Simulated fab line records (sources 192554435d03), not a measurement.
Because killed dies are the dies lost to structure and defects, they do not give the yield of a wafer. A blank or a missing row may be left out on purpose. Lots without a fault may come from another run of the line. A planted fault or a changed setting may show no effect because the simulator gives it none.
Matching of chambers -- flow n5Finfet -- N5_BEOL_M3_CMP_52 on cmp-03: 4 sister chambers
The step polishes, stops on SiOC, t overpolish 6.8 s, target thk 40 nm. 18 wafers are shown with their chamber, then 9 later ones without.

## WAFERS WITH THEIR CHAMBER
wafer,chamber,motorCurrentA (A),timeToEndpointS (s),barrierFieldEndpointS (s)
L074.2,3,7.6,61,24.0
L074.3,2,6.6,58,23.4
L074.5,0,5.9,60,24.4
L076.1,2,6.7,58,24.2
L076.2,0,6.2,59,24.0
L076.5,0,6.0,59,23.8
L078.2,2,6.9,61,23.9
L078.3,0,6.2,64,24.3
L078.6,3,6.7,63,24.2
L080.2,3,7.0,60,24.4
L080.3,0,6.0,60,24.4
L080.6,3,7.2,61,24.7
L082.2,2,6.4,61,23.4
L082.3,1,7.1,68,25.2
L082.5,3,7.0,66,24.5
L084.2,0,6.0,63,24.8
L084.3,3,7.1,65,26.2
L084.6,0,5.9,61,24.8

SIGNATURES (averages over the wafers above)
reading,chamber 0,chamber 1,chamber 2,chamber 3,scatter within a chamber
motorCurrentA,6.029,7.100,6.650,7.100,0.218
timeToEndpointS,60.86,68.00,59.50,62.67,2.09
barrierFieldEndpointS,24.357,25.200,23.725,24.667,0.562
Rule: distance of a wafer from a chamber = root of the sum over the readings of ((wafer's reading minus chamber's mean) / reading's scatter) squared. If the next closest chamber is less than 2 further off than the closest, the wafer can't be placed; otherwise it belongs to the closest. The scatter is the square root of a quotient: the sum, over the shown wafers, of each reading's squared deviation from its chamber's mean, divided by wafers minus chambers.

## WAFERS WITHOUT THEIR CHAMBER
wafer,motorCurrentA (A),timeToEndpointS (s),barrierFieldEndpointS (s)
L093.1,6.5,60,23.5
L093.2,7.0,63,24.7
L093.5,6.7,62,24.5
L095.1,7.1,63,25.3
L095.3,6.5,58,24.7
L095.6,5.8,61,25.1
L097.1,6.1,58,24.5
L097.4,6.8,64,24.6
L097.6,6.7,58,24.1

## WHICH CHAMBER EACH WENT THROUGH
wafer,from the rows above,in truth
L093.1,can't be placed: 2 or 0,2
L093.2,3,3
L093.5,can't be placed: 2 or 3 or 0 or 1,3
L095.1,can't be placed: 3 or 1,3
L095.3,can't be placed: 2 or 0 or 3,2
L095.6,0,0
L097.1,can't be placed: 0 or 2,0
L097.4,can't be placed: 3 or 1 or 2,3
L097.6,2,2
3 of 9 placed correctly. Unplaceable from these rows: 6, with the true chamber sitting among the candidates in 6. 0 placed wrongly.
